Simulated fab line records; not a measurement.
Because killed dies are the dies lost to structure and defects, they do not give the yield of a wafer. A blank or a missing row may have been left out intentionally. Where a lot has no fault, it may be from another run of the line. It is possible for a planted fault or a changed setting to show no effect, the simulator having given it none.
Chamber matching    flow nandHarc    NHARC_P_M1_CMP_23 on cmp-02 has 4 sister chambers
The step polishes, t overpolish 20 s, target thk 157.82 nm. 16 wafers are shown with their chamber, then 8 later ones without.

== EACH WAFER AND ITS CHAMBER ==
wafer   chamber  motorCurrentA (A)  timeToEndpointS (s)
L075.2  0        10.8               25
L075.5  1        13.5               34
L075.6  0        10.3               27
L077.2  3        12.1               30
L077.4  2        10.7               31
L077.6  3        12.4               29
L084.1  2        11.0               29
L084.3  3        11.9               32
L084.6  2        11.6               32
L087.1  3        12.3               28
L087.4  0        10.5               28
L087.6  2        11.0               33
L088.1  2        11.2               33
L088.2  3        11.9               29
L088.5  3        12.2               31
L091.1  1        13.2               30

SIGNATURES (means of the wafers above)
reading          chamber 0  chamber 1  chamber 2  chamber 3  scatter within a chamber
motorCurrentA    10.533     13.350     11.100     12.133     0.262
timeToEndpointS  26.67      32.00      31.60      29.83      1.7
Rule: a wafer's distance from a chamber is the root of the sum, over the readings, of the square of ((its reading less the chamber's mean) divided by the reading's scatter). The wafer belongs to the nearest chamber; if the next one is less than 2 further off, it can't be placed. How the scatter is found: for the shown wafers, subtract from each reading the mean of its chamber, square and add these, divide the total by (wafers less chambers), then take the root.

== WAFERS WHOSE CHAMBER IS MISSING ==
wafer   motorCurrentA (A)  timeToEndpointS (s)
L091.2  11.2               27
L091.3  11.1               25
L092.4  13.3               29
L092.5  12.0               27
L092.6  10.7               32
L093.2  13.4               29
L093.3  10.9               23
L093.6  11.3               27

== THE CHAMBER EACH PASSED THROUGH ==
wafer   from the rows above           in truth
L091.2  can't be placed: 0 or 2 or 3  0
L091.3  can't be placed: 0 or 2       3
L092.4  1                             1
L092.5  3                             3
L092.6  can't be placed: 2 or 0       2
L093.2  1                             1
L093.3  0                             0
L093.6  can't be placed: 2 or 0 or 3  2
Placed correctly: 4 of 8. Can't be placed from these rows: 4 (the true chamber is among the candidates in 3). Placed wrongly: 0.
